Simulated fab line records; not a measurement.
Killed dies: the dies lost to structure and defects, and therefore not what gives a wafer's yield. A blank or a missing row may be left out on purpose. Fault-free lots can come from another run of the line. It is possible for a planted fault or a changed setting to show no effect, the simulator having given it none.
Which tool did it? | flow n5Finfet | Sampling: 11 lots, 32 wafers, 5 of 1938 route steps

## WHAT THE GAUGES SHOWED, per wafer
The record lacks any reading of a measuring or inspecting step that a usual standard deviation could be used to judge.

## WHICH TOOL RAN EACH LOT (tool, then ch and the chambers of the sampled wafers, then the start)
lot  | N5_BEOL_M6_PRECLEAN_42             | N5_MIM_TOP_ALD_02                          | N5_MIM_TOP_ETCH_PECVD_03        | N5_MIM_BOT_ETCH_ETCH_04           | N5_PASSIVATION_PROBE_49
L800 | wetBench-04 ch 5,6,7, day 10 11:33 | aldHk-02 ch 0,2, day 14 00:43 or earlier   | pecvd-04 ch 1,2, day 14 00:43   | rieDiel-05 ch 1,2, day 14 01:16   | -
L801 | wetBench-02 ch 1,4,7, day 10 13:59 | aldHk-03 ch 0,2,3, day 14 00:42 or earlier | pecvd-03 ch 0,1,2, day 14 00:42 | rieDiel-06 ch 1,2,3, day 14 01:11 | -
L803 | wetBench-04 ch 2,3,4, day 10 17:43 | aldHk-01 ch 2,3, day 14 03:47 or earlier   | pecvd-03 ch 0,1, day 14 03:47   | rieDiel-05 ch 1,2, day 14 04:17   | -
L804 | wetBench-06 ch 1,4,5, day 10 19:50 | aldHk-02 ch 1,2,3, day 14 06:35 or earlier | pecvd-03 ch 0,1,2, day 14 06:35 | rieDiel-02 ch 1,2, day 14 07:19   | prober-01, day 14 21:34
L806 | wetBench-04 ch 0,3,5, day 11 14:51 | aldHk-03 ch 0,2,3, day 14 22:34 or earlier | pecvd-04 ch 0,2, day 14 22:34   | rieDiel-05 ch 0,2, day 15 00:14   | -
L805 | wetBench-06 ch 0,2,3, day 11 21:14 | aldHk-02 ch 1,2,3, day 15 04:17 or earlier | pecvd-02 ch 0,1,2, day 15 04:17 | rieDiel-02 ch 1,3, day 15 05:03   | -
L810 | wetBench-02 ch 2,3,5, day 12 18:08 | aldHk-01 ch 0,1,2, day 16 17:40 or earlier | pecvd-03 ch 0,1,2, day 16 17:40 | rieDiel-06 ch 1,2,3, day 16 18:17 | prober-01, day 17 06:13
L813 | wetBench-06 ch 2,3,7, day 13 17:42 | aldHk-02 ch 0,2,3, day 17 00:41 or earlier | pecvd-02 ch 0,2, day 17 00:41   | rieDiel-06 ch 0,2,3, day 17 01:20 | -
L814 | wetBench-02 ch 2,3,7, day 13 19:04 | aldHk-02 ch 0,1,2, day 17 06:44 or earlier | pecvd-02 ch 0,2, day 17 06:44   | rieDiel-05 ch 0,1, day 17 07:27   | prober-01, day 17 18:25
L816 | wetBench-02 ch 3,4,5, day 14 06:08 | aldHk-03 ch 0,1,3, day 17 17:27 or earlier | pecvd-02 ch 0,2, day 17 17:27   | rieDiel-05 ch 0,1, day 17 19:21   | prober-02, day 18 04:08
L820 | wetBench-04 ch 5,6, day 16 01:32   | aldHk-03 ch 1,3, day 19 06:26 or earlier   | pecvd-04 ch 0,2, day 19 06:26   | rieDiel-05 ch 3, day 19 06:55     | -
- N5_BEOL_M6_PRECLEAN_42: cleans in residue remover, time 60 s.
- N5_MIM_TOP_ALD_02: deposits Al2O3, purge time 3 s, co reactant pulse time 3 s.
- N5_MIM_TOP_ETCH_PECVD_03: deposits SiNx from SiH4/NH3/N2, target thk 20 nm, time 17.6 s.
- N5_MIM_BOT_ETCH_ETCH_04: etches SiNx in CF4/O2, target depth 26 nm, time 13 s.
- N5_PASSIVATION_PROBE_49

## AS READ BY THE TOOLS THEMSELVES (means over the sampled wafers that have a number; for cases with no such wafer, the mark the record gives instead)
N5_MIM_TOP_ALD_02. Usual: 0.999 for precursorPulseHeightRel, sd 0.02.
lot  | tool     | precursorPulseHeightRel | flag
L800 | aldHk-02 | 1.010                   | 
L801 | aldHk-03 | 1.004                   | 
L803 | aldHk-01 | 1.009                   | 
L804 | aldHk-02 | 0.996                   | 
L806 | aldHk-03 | 0.996                   | 
L805 | aldHk-02 | 1.013                   | 
L810 | aldHk-01 | 0.989                   | 
L813 | aldHk-02 | 1.006                   | 
L814 | aldHk-02 | 1.008                   | 
L816 | aldHk-03 | 0.995                   | 
L820 | aldHk-03 | 0.990                   | 

N5_MIM_TOP_ETCH_PECVD_03. Usual: heaterPowerW 797 W, standard deviation 110; showerheadPlenumPTorr 5.18 Torr, standard deviation 0.058; throttleValvePct 39.7 %, standard deviation 2.
lot  | tool     | heaterPowerW (W) | showerheadPlenumPTorr (Torr) | throttleValvePct (%) | flag
L800 | pecvd-04 | 628              | 5.17                         | 39.8                 | 
L801 | pecvd-03 | 858              | 5.14                         | 38.4                 | 
L803 | pecvd-03 | 865              | 5.11                         | 38.4                 | 
L804 | pecvd-03 | 876              | 5.14                         | 38.4                 | 
L806 | pecvd-04 | 754              | 5.15                         | 41.4                 | 
L805 | pecvd-02 | 807              | 5.22                         | 39.5                 | 
L810 | pecvd-03 | 878              | 5.14                         | 38.4                 | 
L813 | pecvd-02 | 751              | 5.26                         | 39.6                 | 
L814 | pecvd-02 | 823              | 5.23                         | 39.1                 | 
L816 | pecvd-02 | 742              | 5.26                         | 39.7                 | 
L820 | pecvd-04 | 730              | 5.15                         | 41.0                 | 

N5_MIM_BOT_ETCH_ETCH_04. Usual: drypumpMotorCurrentA 5.6 A, standard deviation 0.55; oes_ar_750_au 0.78 a.u., standard deviation 0.088; oesProductAu 0.78 a.u., standard deviation 0.097; rfVppV 236 V, standard deviation 6.1; showerheadPlenumPTorr 2.19 Torr, standard deviation 0.051; throttleValvePct 15.98 %, standard deviation 0.24.
lot  | tool       | drypumpMotorCurrentA (A) | oes_ar_750_au (a.u.) | oesProductAu (a.u.) | rfVppV (V) | showerheadPlenumPTorr (Torr) | throttleValvePct (%) | flag
L800 | rieDiel-05 | 5.2                      | 0.71                 | 0.69                | 233        | 2.17                         | 15.93                | 
L801 | rieDiel-06 | 5.6                      | 0.82                 | 0.82                | 243        | 2.18                         | 15.62                | 
L803 | rieDiel-05 | 5.6                      | 0.75                 | 0.74                | 231        | 2.16                         | 15.91                | 
L804 | rieDiel-02 | 5.3                      | 0.71                 | 0.70                | 238        | 2.23                         | 16.23                | 
L806 | rieDiel-05 | 6.0                      | 0.77                 | 0.76                | 229        | 2.13                         | 15.95                | 
L805 | rieDiel-02 | 5.5                      | 0.81                 | 0.82                | 232        | 2.23                         | 16.21                | 
L810 | rieDiel-06 | 5.6                      | 0.80                 | 0.80                | 242        | 2.18                         | 15.66                | 
L813 | rieDiel-06 | 5.2                      | 0.77                 | 0.78                | 239        | 2.20                         | 15.94                | 
L814 | rieDiel-05 | 5.8                      | 0.70                 | 0.68                | 233        | 2.13                         | 16.08                | 
L816 | rieDiel-05 | 5.4                      | 0.67                 | 0.66                | 234        | 2.15                         | 16.06                | 
L820 | rieDiel-05 | 5.6                      | 0.94                 | 0.94                | 237        | 2.25                         | 15.67                | 

N5_PASSIVATION_PROBE_49. Usual: defectLimitedYield 91.3 %, standard deviation 1.4; killed_at_M0_to_M3 36, standard deviation 10; killed_at_M4_up 13, standard deviation 5.4; killedAtContacts 12, standard deviation 5.3; killedAtFrontEnd 39, standard deviation 10; killedAtOther 3.2, standard deviation 2.7; killedDies 103, standard deviation 16; killedOnRim 13, standard deviation 4; killedOpen 68, standard deviation 13; killedShort 33, standard deviation 6.6; sort_bin_4_leakage 0.01 %, standard deviation 0.031; sort_bin_5_function 5.1 %, standard deviation 0.92; sort_bin_6_memory 3.3 %, standard deviation 0.68; sort_bin_8_speed 0.1 %, standard deviation 0.41; sortNPass 1077, standard deviation 17; sortYieldPct 91.2 %, standard deviation 1.4.
lot  | tool      | defectLimitedYield (%) | killed_at_M0_to_M3 | killed_at_M4_up | killedAtContacts | killedAtFrontEnd | killedAtOther | killedDies | killedOnRim | killedOpen | killedShort | sort_bin_4_leakage (%) | sort_bin_5_function (%) | sort_bin_6_memory (%) | sort_bin_8_speed (%) | sortNPass | sortYieldPct (%) | flag
L804 | prober-01 | 91.6                   | 29                 | 11              | 19               | 39               | 1.3           | 99         | 11          | 65         | 35          | 0.00                   | 5.1                     | 3.0                   | 0.1                  | 1080      | 91.5             | 
L810 | prober-01 | 92.3                   | 30                 | 9               | 14               | 34               | 5.0           | 91         | 13          | 59         | 31          | 0.00                   | 4.4                     | 3.1                   | 0.0                  | 1089      | 92.3             | 
L814 | prober-01 | 85.7                   | 24                 | 90              | 17               | 35               | 2.0           | 168        | 18          | 62         | 24          | 0.00                   | 9.2                     | 3.6                   | 0.0                  | 1012      | 85.7             | OFF
L816 | prober-02 | 83.8                   | 35                 | 98              | 11               | 43               | 3.7           | 191        | 21          | 69         | 36          | 0.00                   | 10.4                    | 4.7                   | 0.0                  | 989       | 83.8             | OFF

## THE ANSWER, worked out from the rows above alone
Rule: a lot is off if the mean of its wafers that have a number lies more than 3 standard deviations from the usual mean. Also off: a lot with no number at a reading for which 4 or more lots have one. Any other lot the step has rows for is counted as sound. The gauges are gone through in route order, then the tools' own readings, and for those a lot's mean is taken as printed above. At the first step where some lot is off, the reading lying furthest off is the one used; lots without a number count as furthest.
Off: L814, L816 (N5_PASSIVATION_PROBE_49, killed_at_M4_up). Neither off nor sound, because the step has no rows for them: L800, L801, L803, L806, L805, L813, L820.
If a tool, at that step or one of the process steps before it, ran each lot that is off and ran no sound lot following the first of them, it fits. N5_MIM_TOP_ALD_02 gives no start for some lots, so the hours and the order of its lots are those of N5_MIM_TOP_ETCH_PECVD_03. Can't be told from this: 3 tools fit, wetBench-02 at N5_BEOL_M6_PRECLEAN_42, pecvd-02 at N5_MIM_TOP_ETCH_PECVD_03, rieDiel-05 at N5_MIM_BOT_ETCH_ETCH_04.

## WHAT HAD BEEN PUT IN BY THE SIMULATOR
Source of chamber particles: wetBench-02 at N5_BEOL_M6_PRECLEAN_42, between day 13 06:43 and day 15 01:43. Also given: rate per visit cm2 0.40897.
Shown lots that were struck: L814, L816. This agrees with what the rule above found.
